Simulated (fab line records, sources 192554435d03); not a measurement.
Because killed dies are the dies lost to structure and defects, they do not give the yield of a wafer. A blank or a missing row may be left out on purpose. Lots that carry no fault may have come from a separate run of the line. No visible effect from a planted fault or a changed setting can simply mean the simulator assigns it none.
Chamber matching / flow n5-finfet / N5_GATE_CUT_CMP_43 on cmp-02 has 4 sister chambers
The step polishes SiO2. 8 wafers are shown with their chamber, then 8 later ones without.

== WAFERS PAIRED WITH THEIR CHAMBERS ==
wafer=L075.3; chamber=2; motor-current-A (A)=12.5
wafer=L083.2; chamber=1; motor-current-A (A)=13.6
wafer=L084.2; chamber=0; motor-current-A (A)=13.2
wafer=L084.5; chamber=0; motor-current-A (A)=12.5
wafer=L089.2; chamber=1; motor-current-A (A)=13.2
wafer=L089.4; chamber=2; motor-current-A (A)=12.4
wafer=L089.6; chamber=3; motor-current-A (A)=12.4
wafer=L090.2; chamber=3; motor-current-A (A)=12.4

== WAFERS MISSING THEIR CHAMBER ==
wafer=L090.4; motor-current-A (A)=13.3
wafer=L090.5; motor-current-A (A)=12.5
wafer=L095.2; motor-current-A (A)=12.6
wafer=L095.3; motor-current-A (A)=13.7
wafer=L095.5; motor-current-A (A)=12.9
wafer=L096.2; motor-current-A (A)=13.0
wafer=L096.3; motor-current-A (A)=12.5
wafer=L096.4; motor-current-A (A)=13.1

== THE CHAMBER EACH PASSED THROUGH ==
wafer=L090.4; from the rows above=can't be placed: 1 or 0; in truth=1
wafer=L090.5; from the rows above=can't be placed: 2 or 3 or 0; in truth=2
wafer=L095.2; from the rows above=can't be placed: 2 or 3 or 0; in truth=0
wafer=L095.3; from the rows above=can't be placed: 1 or 0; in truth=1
wafer=L095.5; from the rows above=can't be placed: 0 or 2 or 1 or 3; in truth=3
wafer=L096.2; from the rows above=can't be placed: 0 or 1 or 2 or 3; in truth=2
wafer=L096.3; from the rows above=can't be placed: 2 or 3 or 0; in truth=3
wafer=L096.4; from the rows above=can't be placed: 0 or 1 or 2 or 3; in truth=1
Correctly placed: 0 of 8. Unplaceable from these rows: 8, with the true chamber sitting among the candidates in 8. Wrongly placed: 0.
How it was worked out, from the rows above alone: a wafer's distance from a chamber is the root of the sum, over the readings, of the square of ((its reading less the chamber's mean) divided by the reading's scatter). If the next closest chamber is less than 2 further off than the closest, the wafer can't be placed; otherwise it belongs to the closest. The mean given for a chamber averages the wafers shown for that chamber. The scatter: take each reading less its chamber's mean, square it, sum over the shown wafers, divide by the number of wafers less the number of chambers, and take the root.
